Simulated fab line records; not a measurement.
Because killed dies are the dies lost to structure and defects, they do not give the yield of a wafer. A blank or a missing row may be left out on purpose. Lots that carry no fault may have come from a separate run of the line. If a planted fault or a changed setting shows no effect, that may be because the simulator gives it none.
fab line records	flow n5Finfet	part 1 of 2: steps 1 to 18 of 28
record: lots: 5	wafers: 15	lastDay: 18
route steps=1938 shown BEOL_M4@1053
lots that met no fault: from a run of the same line without faults
startH: hours from the record's opening day to when the first of the lot's shown wafers began	waitH: how many hours have passed since the lot's step before this one	" unchanged from the row above	L1.1+2: a row that stands for several wafers	- either no value or no given start	* or withheld: withheld	< > ~ a bound
route shown NAME@n: a module of which the file shows steps, and the number in the route of the first	usual: the fault-free wafers' mean and standard deviation	same: alike in all rows	chamber/n: place in a boat	sites: each site's reading	_std_site: how widely they spread, as a standard deviation	_edge_site: inner sites' mean taken away from outer sites' mean	radiusMm: how far each site lies from the wafer's centre	mask NAME#n: copy n	behind: the last tool/chamber to shape the wafer	hold: why the lot was held/for how many hours/how that ended	device: the transistor (n, p or np) that didn't switch	end of line: tests of these same wafers at the route's end	a step with no rows: only its recipe	killed: count of dies lost to structure and defects at first sort (not the wafer's yield)	map: per-die view of a wafer (x killed, . not killed, _ where there is no die)
set.NAME: the run value of the setting; set.NAME@STEP: its run value at that earlier step	model.NAME: the simulator's own value behind a step, which no gauge read
lots seen at some steps along the route; tables by step, rows by wafer
services: when a tool's chamber went out of use (startH, in hours from the record's first day, below 0 if earlier), for how many hours, and the reason
== steps ==
step: N5_BEOL_M4_EXPOSE_25
recipe: maskId: V3	na: 0.33	sourceShape: quasar	sigmaInner: 0.2	sigmaOuter: 0.8	polarization: unpolarized	defocusNm: 5	doseMj: 63
lot.wafer	tool	chamber	startH	waitH	mask
L075.1+4+5	euvScanner-02	0	172.30	-	V3#0
L078.1+4+6	euvScanner-01	0	197.35	-	V3#0
L087.1+3+4	euvScanner-02	0	246.25	-	V3#0
L094.1+4+5	euvScanner-01	0	283.42	-	V3#0
L097.1+4+5	euvScanner-02	0	304.74	-	V3#0
step: N5_BEOL_M4_PEB_26
recipe: pebTempC: 100	pebTimeS: 60	resist: CAR-EUV
usual: heaterPowerTotalW: 154.1/1.1
lot.wafer	tool	chamber	startH	waitH	heaterPowerTotalW
L075.1	lithoTrack-03	0	172.38	0.1	154.7
L075.4	"	0	"	"	155.8
L075.5	"	0	"	"	152.7
L078.1	lithoTrack-02	0	197.43	0.1	153.0
L078.4	"	0	"	"	153.1
L078.6	"	0	"	"	154.7
L087.1	lithoTrack-01	0	246.33	0.1	154.5
L087.3	"	0	"	"	153.7
L087.4	"	0	"	"	153.0
L094.1	lithoTrack-02	0	283.50	0.1	153.2
L094.4	"	0	"	"	155.3
L094.5	"	0	"	"	154.5
L097.1	lithoTrack-03	0	304.82	0.1	155.5
L097.4	"	0	"	"	153.9
L097.5	"	0	"	"	155.3
step: N5_BEOL_M4_DEVELOP_27
recipe: developTimeS: 30	developer: TMAH	resist: CAR-EUV	rinseLiquid: surfactantRinse	dry: airSpin	devTempC: 23
lot.wafer	tool	chamber	startH	waitH
L075.1+4+5	lithoTrack-03	0	-	-
L078.1+4+6	lithoTrack-02	0	-	-
L087.1+3+4	lithoTrack-01	0	-	-
L094.1+4+5	lithoTrack-02	0	-	-
L097.1+4+5	lithoTrack-03	0	-	-
step: N5_BEOL_M4_CD_MEAS_28
recipe: targetCdNm: 26.2	landingEnergyEv: 500	detector: seInlens	targetCdYNm: 24.1	polarity: opening
usual: cdNm: 26.13/0.25
lot.wafer	tool	chamber	startH	waitH	cdNm
L075.1	cdSem-02	0	172.45	-	25.80
L075.4	"	0	"	"	25.99
L075.5	"	0	"	"	25.85
L078.1	cdSem-03	0	197.50	-	26.14
L078.4	"	0	"	"	26.42
L078.6	"	0	"	"	26.17
L087.1	cdSem-01	0	246.40	-	26.45
L087.3	"	0	"	"	26.11
L087.4	"	0	"	"	26.34
L094.1	cdSem-01	0	283.57	-	26.19
L094.4	"	0	"	"	25.90
L094.5	"	0	"	"	25.86
L097.1	cdSem-02	0	304.89	-	25.72
L097.4	"	0	"	"	25.84
L097.5	"	0	"	"	26.19
step: N5_BEOL_M4_OVL_MEAS_29
recipe: pointsPerWafer: 522
usual: V3_OVL: 0.5/0.79
lot.wafer	tool	chamber	startH	waitH	V3_OVL[nm]
L075.1	overlay-02	0	172.48	0.0	0.4
L075.4	"	0	"	"	2.3
L075.5	"	0	"	"	1.0
L078.1	overlay-01	0	197.53	0.0	-0.2
L078.4	"	0	"	"	-0.2
L078.6	"	0	"	"	-0.3
L087.1	overlay-02	0	246.43	0.0	0.6
L087.3	"	0	"	"	1.0
L087.4	"	0	"	"	0.1
L094.1	overlay-02	0	283.60	0.0	1.4
L094.4	"	0	"	"	-0.1
L094.5	"	0	"	"	0.1
L097.1	overlay-02	0	304.92	0.0	1.3
L097.4	"	0	"	"	1.5
L097.5	"	0	"	"	1.1
step: N5_BEOL_M4_INSPECT_30
recipe: mode: adi	inspectInstrument: brightfield
usual: rawDefectCount: 410/85
lot.wafer	tool	chamber	startH	waitH	rawDefectCount
L075.1	defectInspect-02	-	172.54	0.1	373
L075.4	"	-	"	"	506
L075.5	"	-	"	"	531
L078.1	defectInspect-01	-	197.59	0.1	471
L078.4	"	-	"	"	354
L078.6	"	-	"	"	495
L087.1	defectInspect-01	-	246.49	0.1	377
L087.3	"	-	"	"	276
L087.4	"	-	"	"	247
L094.1	defectInspect-02	-	283.66	0.1	635
L094.4	"	-	"	"	574
L094.5	"	-	"	"	633
L097.1	defectInspect-01	-	304.98	0.1	368
L097.4	"	-	"	"	354
L097.5	"	-	"	"	411
step: N5_BEOL_M4_DESCUM_33
recipe: chemistry: O2	timeS: 7	sourcePowerW: 50	biasPowerW: 20	pressureMtorr: 20	rfFrequencyHz: 2.712e+07	tempC: 40	resist: CAR-EUV	o2FlowSccm: 225
usual: drypumpMotorCurrentA: 6.0/0.44	oesProductAu: 0.80/0.094	rfVppV: 243.4/1.3	showerheadPlenumPTorr: 2.11/0.07	throttleValvePct: 20.36/0.22
lot.wafer	tool	chamber	startH	waitH	drypumpMotorCurrentA	oesProductAu	rfHoursCounterH	rfVppV	showerheadPlenumPTorr	throttleValvePct
L075.1	rieDiel-02	2	173.32	0.8	5.9	0.71	235	242.6	2.06	20.41
L075.4	"	0	"	"	5.8	0.72	-	243.0	2.02	20.40
L075.5	"	2	"	"	5.8	0.71	-	244.0	2.06	20.41
L078.1	rieDiel-04	1	197.62	0.0	5.8	0.97	4	244.0	2.13	20.14
L078.4	"	1	"	"	5.8	0.96	-	243.8	2.13	20.15
L078.6	"	2	"	"	6.0	0.82	-	243.7	2.19	20.31
L087.1	rieDiel-02	1	246.52	0.0	6.3	0.82	80	243.4	2.12	20.47
L087.3	"	2	"	"	5.9	0.99	4	243.3	2.05	20.10
L087.4	"	2	"	"	5.8	0.98	-	242.1	2.05	20.10
L094.1	rieDiel-04	1	283.69	0.0	5.8	0.88	31	243.4	2.12	20.17
L094.4	"	2	"	"	6.0	0.78	115	244.9	2.18	20.34
L094.5	"	2	"	"	6.0	0.79	-	242.8	2.18	20.35
L097.1	rieDiel-04	3	305.01	0.0	5.8	0.89	34	244.9	2.23	19.86
L097.4	"	2	"	"	6.0	0.78	123	244.1	2.17	20.35
L097.5	"	2	"	"	6.0	0.77	-	245.0	2.17	20.37
step: N5_BEOL_M4_ETCH_77
recipe: chemistry: N2/H2	target: underlayer	targetDepthA: 65	maskMaterial: CAR-EUV	timeS: 5.2	ionEnergyEv: 200	pressureMtorr: 30	sourceW: 840	biasW: 150	n2FlowSccm: 200	h2FlowSccm: 200	ends: cleared
usual: drypumpMotorCurrentA: 6.0/0.44	etchRfOnTimeS: 5.26/0.13	oesProductAu: 0.68/0.079	rfVppV: 524.3/3	showerheadPlenumPTorr: 2.56/0.096	throttleValvePct: 17.78/0.27
lot.wafer	tool	chamber	startH	waitH	drypumpMotorCurrentA	etchRfOnTimeS	oesProductAu	rfHoursCounterH	rfVppV	showerheadPlenumPTorr	throttleValvePct
L075.1	rieDiel-02	2	173.36	0.0	5.9	5.16	0.59	235	521.0	2.48	17.69
L075.4	"	0	"	"	5.8	5.24	0.62	-	521.6	2.41	17.62
L075.5	"	2	"	"	5.9	5.13	0.60	-	522.8	2.48	17.68
L078.1	rieDiel-04	1	197.66	0.0	5.8	5.21	0.79	4	527.0	2.60	17.55
L078.4	"	1	"	"	5.8	5.21	0.81	-	526.0	2.60	17.57
L078.6	"	2	"	"	6.0	5.08	0.70	-	527.4	2.67	17.84
L087.1	rieDiel-02	1	246.56	0.0	6.4	5.37	0.69	80	525.2	2.56	17.74
L087.3	"	2	"	"	5.9	5.26	0.83	4	520.6	2.48	17.31
L087.4	"	2	"	"	5.8	5.25	0.84	-	522.3	2.48	17.31
L094.1	rieDiel-04	1	283.72	0.0	5.9	5.18	0.73	31	524.0	2.59	17.62
L094.4	"	2	"	"	6.0	5.13	0.67	115	525.4	2.66	17.90
L094.5	"	2	"	"	6.0	5.12	0.67	-	525.4	2.66	17.89
L097.1	rieDiel-04	3	305.05	0.0	5.8	4.98	0.77	34	530.5	2.71	17.23
L097.4	"	2	"	"	6.0	5.23	0.65	123	526.2	2.65	17.93
L097.5	"	2	"	"	6.0	5.24	0.66	-	524.9	2.65	17.91
step: N5_BEOL_M4_ETCH_69
recipe: chemistry: CF4	target: SiARC	targetDepthA: 156	maskMaterial: CAR-EUV	timeS: 26	ionEnergyEv: 80	pressureMtorr: 40	sourceW: 545	biasW: 36	Ar_flow_sccm: 100	cf4FlowSccm: 100	ends: cleared
usual: drypumpMotorCurrentA: 6.0/0.43	etchRfOnTimeS: 26.3/0.67	oesProductAu: 0.68/0.079	rfVppV: 184.3/1.2	showerheadPlenumPTorr: 2.16/0.073	throttleValvePct: 15.54/0.2
lot.wafer	tool	chamber	startH	waitH	drypumpMotorCurrentA	etchRfOnTimeS	oesProductAu	rfHoursCounterH	rfVppV	showerheadPlenumPTorr	throttleValvePct
L075.1	rieDiel-02	2	173.37	0.0	5.8	25.7	0.60	235	183.2	2.13	15.82
L075.4	"	0	"	"	5.8	26.5	0.62	-	183.6	2.04	15.48
L075.5	"	2	"	"	5.9	26.0	0.60	-	184.4	2.13	15.81
L078.1	rieDiel-04	1	197.67	0.0	5.8	26.3	0.79	4	184.2	2.18	15.27
L078.4	"	1	"	"	5.8	26.3	0.80	-	184.7	2.18	15.26
L078.6	"	2	"	"	6.0	25.5	0.70	-	184.7	2.25	15.59
L087.1	rieDiel-02	1	246.57	0.0	6.3	27.0	0.68	80	184.9	2.17	15.59
L087.3	"	2	"	"	5.8	26.7	0.83	4	184.0	2.13	15.37
L087.4	"	2	"	"	5.9	26.7	0.83	-	183.5	2.13	15.38
L094.1	rieDiel-04	1	283.74	0.0	5.8	26.6	0.73	31	184.0	2.17	15.35
L094.4	"	2	"	"	5.9	26.1	0.67	115	185.1	2.24	15.65
L094.5	"	2	"	"	6.0	26.1	0.67	-	184.3	2.24	15.63
L097.1	rieDiel-04	3	305.06	0.0	5.8	24.7	0.78	34	184.1	2.28	15.11
L097.4	"	2	"	"	5.9	25.8	0.68	123	185.9	2.23	15.64
L097.5	"	2	"	"	6.0	26.0	0.67	-	186.0	2.24	15.66
step: N5_BEOL_M4_ALD_98
recipe: material: SiO2	targetThkA: 25	tempC: 100	aldPrecursorFamily: BDEAS	aldCoReactant: O2-plasma	pulseTimeS: 1	coReactantPulseTimeS: 1	purgeTimeS: 2	coReactantPurgeTimeS: 2	aldCycles: 17	pressureTorr: 2
usual: heaterPowerW: 79/8.8	precursorPulseHeightRel: 0.999/0.017
same: coReactantPulseTimeS: 1
lot.wafer	tool	chamber	startH	waitH	heaterPowerW	precursorPulseHeightRel
L075.1	aldSin-04	3	173.46	0.1	94	0.999
L075.4	"	1	"	"	72	0.987
L075.5	"	1	"	"	68	1.007
L078.1	aldSin-03	0	197.76	0.1	96	0.978
L078.4	"	2	"	"	75	1.021
L078.6	"	3	"	"	68	1.011
L087.1	aldSin-03	2	246.66	0.1	75	1.001
L087.3	"	3	"	"	67	0.997
L087.4	"	0	"	"	96	1.006
L094.1	aldSin-04	1	283.82	0.1	71	0.969
L094.4	"	2	"	"	79	1.023
L094.5	"	2	"	"	78	1.021
L097.1	aldSin-03	1	305.20	0.1	79	1.000
L097.4	"	3	"	"	68	0.978
L097.5	"	0	"	"	94	0.997
step: N5_BEOL_M4_ETCHBACK_99
recipe: chemistry: CHF3	target: SiO2	targetDepthA: 50	timeS: 10.4	sourceW: 215	biasW: 47	Ar_flow_sccm: 200	CHF3_flow_sccm: 12	ionEnergyEv: 100	pressureMtorr: 30
usual: CHF3_flow_sccm: 12.01/0.037	drypumpMotorCurrentA: 6.0/0.46	oesProductAu: 0.80/0.093	rfVppV: 240/5.1	showerheadPlenumPTorr: 2.16/0.078	throttleValvePct: 16.97/0.19
lot.wafer	tool	chamber	startH	waitH	CHF3_flow_sccm	drypumpMotorCurrentA	oesProductAu	rfHoursCounterH	rfVppV	showerheadPlenumPTorr	throttleValvePct
L075.1	rieDiel-04	3	173.80	0.3	12.00	5.8	0.69	248	233	2.04	16.94
L075.4	"	2	"	"	12.01	5.9	0.83	-	236	2.26	16.97
L075.5	"	3	"	"	12.05	5.8	0.68	-	233	2.04	16.92
L078.1	rieDiel-06	2	199.10	1.3	12.00	4.9	0.71	221	233	2.13	17.09
L078.4	"	0	"	"	11.98	6.4	0.74	142	241	2.16	16.90
L078.6	"	2	"	"	11.98	4.9	0.71	-	234	2.13	17.10
L087.1	rieDiel-06	1	249.10	2.4	11.98	5.8	0.76	116	239	2.08	16.92
L087.3	"	2	"	"	12.01	4.9	0.70	240	233	2.12	17.13
L087.4	"	0	"	"	12.00	6.4	0.72	160	241	2.15	16.97
L094.1	rieDiel-06	0	285.87	2.0	11.98	6.3	0.72	175	241	2.15	16.96
L094.4	"	0	"	"	11.98	6.4	0.72	-	242	2.15	16.99
L094.5	"	1	"	"	11.96	5.8	0.76	-	239	2.07	16.95
L097.1	rieDiel-06	0	309.78	4.5	12.05	6.4	0.71	185	241	2.15	16.99
L097.4	"	1	"	"	12.01	5.8	0.75	141	239	2.07	16.96
L097.5	"	2	"	"	12.03	4.9	0.96	-	233	2.12	16.73
step: N5_BEOL_M4_ETCH_70
recipe: chemistry: N2/H2	target: SOC	targetDepthA: 800	overetchA: 240	maskMaterial: SiARC	tempC: 40	timeS: 130	ionEnergyEv: 200	pressureMtorr: 30	sourceW: 840	biasW: 150	n2FlowSccm: 200	h2FlowSccm: 200
usual: drypumpMotorCurrentA: 6.0/0.46	oesProductAu: 0.60/0.064	rfVppV: 524.5/2.7	showerheadPlenumPTorr: 2.56/0.1	throttleValvePct: 17.75/0.26
lot.wafer	tool	chamber	startH	waitH	drypumpMotorCurrentA	oesProductAu	rfHoursCounterH	rfVppV	showerheadPlenumPTorr	throttleValvePct
L075.1	rieDiel-04	3	173.84	0.0	5.8	0.50	248	520.9	2.40	17.58
L075.4	"	2	"	"	6.0	0.61	-	529.2	2.68	17.79
L075.5	"	3	"	"	5.8	0.50	-	518.4	2.40	17.57
L078.1	rieDiel-06	2	199.13	0.0	4.9	0.53	221	523.1	2.52	18.03
L078.4	"	0	"	"	6.4	0.55	142	523.8	2.56	17.79
L078.6	"	2	"	"	4.9	0.53	-	524.1	2.52	18.03
L087.1	rieDiel-06	1	249.14	0.0	5.8	0.58	117	521.5	2.45	17.68
L087.3	"	2	"	"	4.9	0.52	240	522.9	2.51	18.07
L087.4	"	0	"	"	6.4	0.54	160	523.6	2.55	17.82
L094.1	rieDiel-06	0	285.91	0.0	6.4	0.53	175	524.0	2.54	17.83
L094.4	"	0	"	"	6.3	0.53	-	523.5	2.55	17.84
L094.5	"	1	"	"	5.8	0.57	-	523.1	2.45	17.69
L097.1	rieDiel-06	0	309.81	0.0	6.4	0.53	185	523.5	2.54	17.89
L097.4	"	1	"	"	5.8	0.56	141	520.3	2.44	17.70
L097.5	"	2	"	"	4.9	0.71	-	522.8	2.51	17.67
step: N5_BEOL_M4_STRIP_71
recipe: chemistry: N2/H2	tempC: 40	n2FlowSccm: 200	h2FlowSccm: 200	rfFrequencyHz: 6e+07
lot.wafer	tool	chamber	startH	waitH
L075.1+4+5	rieDiel-04	3,2,3	173.92	0.0
L078.1+4+6	rieDiel-06	2,0,2	199.22	0.0
L087.1+3+4	rieDiel-06	1,2,0	249.22	0.0
L094.1+4+5	rieDiel-06	0,0,1	286.00	0.0
L097.1+4+5	rieDiel-06	0,1,2	309.90	0.0
step: N5_BEOL_M4_STRIP_78
recipe: chemistry: N2/H2	tempC: 40	n2FlowSccm: 200	h2FlowSccm: 200	rfFrequencyHz: 6e+07
lot.wafer	tool	chamber	startH	waitH
L075.1+4+5	rieDiel-04	3,2,3	173.93	0.0
L078.1+4+6	rieDiel-06	2,0,2	199.23	0.0
L087.1+3+4	rieDiel-06	1,2,0	249.23	0.0
L094.1+4+5	rieDiel-06	0,0,1	286.01	0.0
L097.1+4+5	rieDiel-06	0,1,2	309.91	0.0
step: N5_BEOL_M4_VIA_ETCH_34
recipe: chemistry: C4F6/O2	targetDepthA: 694	maskMaterial: SOC	pressureMtorr: 15	ionEnergyEv: 250	taperDeg: 4	timeS: 65.9	sourceW: 350	biasW: 170	Ar_flow_sccm: 300	C4F6_flow_sccm: 10	O2_flow_sccm: 10
usual: drypumpMotorCurrentA: 6.0/0.46	oesProductAu: 0.80/0.092	rfVppV: 662/14	showerheadPlenumPTorr: 2.86/0.099	throttleValvePct: 30.6/0.3
lot.wafer	tool	chamber	startH	waitH	drypumpMotorCurrentA	oesProductAu	rfHoursCounterH	rfVppV	showerheadPlenumPTorr	throttleValvePct
L075.1	rieDiel-04	3	173.94	0.0	5.8	0.68	248	645	2.69	30.4
L075.4	"	2	"	"	6.0	0.83	-	656	2.98	30.7
L075.5	"	3	"	"	5.8	0.69	-	646	2.69	30.4
L078.1	rieDiel-06	2	199.24	0.0	4.9	0.72	221	645	2.81	30.8
L078.4	"	0	"	"	6.4	0.73	142	668	2.85	30.6
L078.6	"	2	"	"	4.9	0.71	-	645	2.81	30.8
L087.1	rieDiel-06	1	249.24	0.0	5.7	0.76	117	660	2.75	30.4
L087.3	"	2	"	"	4.9	0.70	240	645	2.80	30.8
L087.4	"	0	"	"	6.4	0.73	160	667	2.85	30.6
L094.1	rieDiel-06	0	286.02	0.0	6.4	0.70	176	668	2.84	30.6
L094.4	"	0	"	"	6.4	0.71	-	667	2.84	30.6
L094.5	"	1	"	"	5.7	0.75	-	661	2.74	30.4
L097.1	rieDiel-06	0	309.92	0.0	6.4	0.70	185	667	2.83	30.7
L097.4	"	1	"	"	5.8	0.75	141	660	2.74	30.4
L097.5	"	2	"	"	4.9	0.97	-	643	2.79	30.7
step: N5_BEOL_M4_STRIP_83
recipe: chemistry: C4F6/O2	resist: SiARC	rfFrequencyHz: 6e+07
lot.wafer	tool	chamber	startH	waitH
L075.1+4+5	rieDiel-04	3,2,3	173.99	0.0
L078.1+4+6	rieDiel-06	2,0,2	199.29	0.0
L087.1+3+4	rieDiel-06	1,2,0	249.29	0.0
L094.1+4+5	rieDiel-06	0,0,1	286.07	0.0
L097.1+4+5	rieDiel-06	0,1,2	309.97	0.0
step: N5_BEOL_M4_STRIP_36
recipe: chemistry: N2/H2	powerW: 450	tempC: 40	pressureMtorr: 20	rfFrequencyHz: 6e+07	overashFraction: 0.3	biasPowerW: 7	h2Frac: 0.5	n2FlowSccm: 200	h2FlowSccm: 200
usual: drypumpMotorCurrentA: 6.0/0.46	oesProductAu: 0.81/0.095	rfVppV: 59.2/1.5	showerheadPlenumPTorr: 2.56/0.1	throttleValvePct: 23.6/0.39
same: overashFraction: 0.3
lot.wafer	tool	chamber	startH	waitH	drypumpMotorCurrentA	oesProductAu	rfHoursCounterH	rfVppV	showerheadPlenumPTorr	throttleValvePct
L075.1	rieDiel-04	3	174.00	0.0	5.8	0.68	248	58.8	2.40	23.2
L075.4	"	2	"	"	6.0	0.84	-	58.6	2.67	23.7
L075.5	"	3	"	"	5.8	0.69	-	59.7	2.40	23.2
L078.1	rieDiel-06	2	199.30	0.0	4.9	0.71	221	61.7	2.52	24.1
L078.4	"	0	"	"	6.4	0.74	142	60.4	2.56	23.7
L078.6	"	2	"	"	4.9	0.70	-	60.4	2.52	24.1
L087.1	rieDiel-06	1	249.30	0.0	5.7	0.79	117	61.6	2.45	23.5
L087.3	"	2	"	"	4.9	0.69	240	58.3	2.51	24.2
L087.4	"	0	"	"	6.4	0.74	160	61.3	2.55	23.7
L094.1	rieDiel-06	0	286.08	0.0	6.4	0.71	176	57.9	2.54	23.7
L094.4	"	0	"	"	6.4	0.72	-	58.4	2.54	23.7
L094.5	"	1	"	"	5.8	0.77	-	56.1	2.44	23.5
L097.1	rieDiel-06	0	309.98	0.0	6.4	0.71	185	58.9	2.54	23.8
L097.4	"	1	"	"	5.8	0.75	141	58.9	2.44	23.5
L097.5	"	2	"	"	4.9	0.98	-	59.6	2.50	23.9
step: N5_BEOL_M4_TRENCH_ETCH_37
recipe: chemistry: C4F6/O2	targetDepthA: 555.55	target: SiOC	timeS: 29.2	ionEnergyEv: 250	pressureMtorr: 30	sourceW: 355	biasW: 185	Ar_flow_sccm: 300	C4F6_flow_sccm: 10	O2_flow_sccm: 10
usual: drypumpMotorCurrentA: 6.0/0.46	oesProductAu: 0.80/0.092	rfVppV: 662/14	showerheadPlenumPTorr: 2.86/0.099	throttleValvePct: 20.75/0.2
lot.wafer	tool	chamber	startH	waitH	drypumpMotorCurrentA	oesProductAu	rfHoursCounterH	rfVppV	showerheadPlenumPTorr	throttleValvePct
L075.1	rieDiel-04	3	-	-	5.8	0.68	248	644	2.70	20.62
L075.4	"	2	"	"	6.0	0.83	-	656	2.98	20.74
L075.5	"	3	"	"	5.8	0.69	-	644	2.70	20.64
L078.1	rieDiel-06	2	-	-	4.9	0.71	221	644	2.81	20.85
L078.4	"	0	"	"	6.4	0.73	142	669	2.86	20.69
L078.6	"	2	"	"	4.9	0.71	-	644	2.81	20.86
L087.1	rieDiel-06	1	-	-	5.8	0.77	117	662	2.75	20.68
L087.3	"	2	"	"	4.9	0.70	240	645	2.81	20.89
L087.4	"	0	"	"	6.4	0.72	160	668	2.85	20.74
L094.1	rieDiel-06	0	-	-	6.4	0.71	176	668	2.84	20.76
L094.4	"	0	"	"	6.4	0.72	-	666	2.84	20.75
L094.5	"	1	"	"	5.7	0.76	-	660	2.75	20.73
L097.1	rieDiel-06	0	-	-	6.4	0.71	185	668	2.84	20.76
L097.4	"	1	"	"	5.7	0.75	141	660	2.74	20.73
L097.5	"	2	"	"	4.9	0.97	-	643	2.80	20.57
